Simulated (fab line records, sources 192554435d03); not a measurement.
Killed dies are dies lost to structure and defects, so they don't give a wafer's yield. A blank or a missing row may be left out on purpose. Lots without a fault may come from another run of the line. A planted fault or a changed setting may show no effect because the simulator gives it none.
Split-lot experiment | flow n5_finfet | 7 lots, 39 wafers read, on a route of 1938 steps

THE SPLIT
At N5_MOL_CONTACT_COAG_ALD_20 (deposits TiN, target thk 1.5 nm, pulse time 1 s, purge time 3 s), the setting ald_cycles was moved away from the recipe's 68 on 6 of the 39 wafers read, by -54.4%. The other wafers ran this setting at the recipe's value.

The reading is taken at the split's own step.

THE READING
TiN_of_MOL_CONTACT_COAG_ALD_20.thk_nm (the simulator's own value, which no gauge read), in nm, at N5_MOL_CONTACT_COAG_ALD_20 (deposits TiN, target thk 1.5 nm, pulse time 1 s, purge time 3 s). The file gives no usual value for it. The 33 wafers here that ran the recipe average 1.5 nm, standard deviation 0.098 nm.

wafer  | tool, chamber at the split | ald_cycles as run | against the recipe | TiN_of_MOL_CONTACT_COAG_ALD_20.thk_nm, nm | against lot-mates on the recipe
L076.1 | ald_metal-03, 1,2,1        | 68                | recipe             | 1.6                                       | -
L076.2 | ald_metal-03, 1,2,1        | 68                | recipe             | 1.6                                       | -
L076.5 | ald_metal-03, 1,2,1        | 68                | recipe             | 1.6                                       | -
L076.3 | ald_metal-03, 0,3,2        | 31                | -54.4%             | 0.6                                       | -1.0
L076.4 | ald_metal-03, 0,3,2        | 31                | -54.4%             | 0.6                                       | -1.0
L076.6 | ald_metal-03, 0,3,2        | 31                | -54.4%             | 0.6                                       | -1.0
L078.1 | ald_metal-02, 2,3,1,3      | 68                | recipe             | 1.4                                       | -
L078.2 | ald_metal-02, 2,3,1,3      | 68                | recipe             | 1.4                                       | -
L078.4 | ald_metal-02, 2,3,1,3      | 68                | recipe             | 1.4                                       | -
L078.6 | ald_metal-02, 2,3,1,3      | 68                | recipe             | 1.4                                       | -
L078.3 | ald_metal-02, 0            | 68                | recipe             | 1.6                                       | -
L078.5 | ald_metal-02, 0            | 68                | recipe             | 1.6                                       | -
L080.1 | ald_metal-03, 2,0,3,1,1,2  | 68                | recipe             | 1.4                                       | -
L080.2 | ald_metal-03, 2,0,3,1,1,2  | 68                | recipe             | 1.4                                       | -
L080.3 | ald_metal-03, 2,0,3,1,1,2  | 68                | recipe             | 1.4                                       | -
L080.4 | ald_metal-03, 2,0,3,1,1,2  | 68                | recipe             | 1.4                                       | -
L080.5 | ald_metal-03, 2,0,3,1,1,2  | 68                | recipe             | 1.4                                       | -
L080.6 | ald_metal-03, 2,0,3,1,1,2  | 68                | recipe             | 1.4                                       | -
L081.1 | ald_metal-03, 1,0,2,1,2    | 68                | recipe             | 1.6                                       | -
L081.2 | ald_metal-03, 1,0,2,1,2    | 68                | recipe             | 1.6                                       | -
L081.3 | ald_metal-03, 1,0,2,1,2    | 68                | recipe             | 1.6                                       | -
L081.5 | ald_metal-03, 1,0,2,1,2    | 68                | recipe             | 1.6                                       | -
L081.6 | ald_metal-03, 1,0,2,1,2    | 68                | recipe             | 1.6                                       | -
L081.4 | ald_metal-03, 3            | 68                | recipe             | 1.4                                       | -
L086.1 | ald_metal-03, 2,1,2,1      | 68                | recipe             | 1.6                                       | -
L086.3 | ald_metal-03, 2,1,2,1      | 68                | recipe             | 1.6                                       | -
L086.4 | ald_metal-03, 2,1,2,1      | 68                | recipe             | 1.6                                       | -
L086.5 | ald_metal-03, 2,1,2,1      | 68                | recipe             | 1.6                                       | -
L086.2 | ald_metal-03, 0            | 68                | recipe             | 1.4                                       | -
L086.6 | ald_metal-03, 0            | 68                | recipe             | 1.4                                       | -
L090.1 | ald_metal-03, 1,2,0        | 68                | recipe             | 1.6                                       | -
L090.4 | ald_metal-03, 1,2,0        | 68                | recipe             | 1.6                                       | -
L090.5 | ald_metal-03, 1,2,0        | 68                | recipe             | 1.6                                       | -
L090.2 | ald_metal-03, 0,2,1        | 31                | -54.4%             | 0.6                                       | -1.0
L090.3 | ald_metal-03, 0,2,1        | 31                | -54.4%             | 0.6                                       | -1.0
L090.6 | ald_metal-03, 0,2,1        | 31                | -54.4%             | 0.6                                       | -1.0
L089.2 | ald_metal-01, 3,3,2        | 68                | recipe             | 1.6                                       | -
L089.5 | ald_metal-01, 3,3,2        | 68                | recipe             | 1.6                                       | -
L089.6 | ald_metal-01, 3,3,2        | 68                | recipe             | 1.6                                       | -
Where a row lists several chambers, the file gives one row for several wafers and doesn't say which wafer went through which chamber.

THE FIT
A straight line over all 39 wafers: TiN_of_MOL_CONTACT_COAG_ALD_20.thk_nm changes by +0.0169 nm for each +1% of ald_cycles; r = +0.97; the points scatter about the line by 0.092 nm.
The same after taking each lot's own level away (the mean of its wafers on the recipe; 39 wafers): +0.0184 nm for each +1%; r = +0.99; scatter 0.062 nm.
On that fit, the largest move of ald_cycles shifts the reading by 1 nm.
The lots' own levels span 1.40 to 1.60 nm, that is 2.0 times the standard deviation above.
So the lot-to-lot level changes the slope little: the two slopes agree.
Check: with one of the wafers moved furthest among these (-54.4%) left out of the fit, the line predicts -1 nm for it against its lot-mates. It came out at -1 nm against them.

OTHER SPLITS ON THESE WAFERS
These wafers also went through other splits before the reading. Each is held against what the fit with the lots' levels taken away leaves over:
other split on the same wafers | wafers away from the commonest value | r with TiN_of_MOL_CONTACT_COAG_ALD_20.thk_nm (lot level and that fit taken away)
N5_SD_EPI_N_ETCH_35 time_s     | 9                                    | +0.12

THE FILE'S OWN FIT
TiN_of_MOL_CONTACT_COAG_ALD_20.thk_nm changes by +0.0184 nm for each +1% of ald_cycles, r = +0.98.
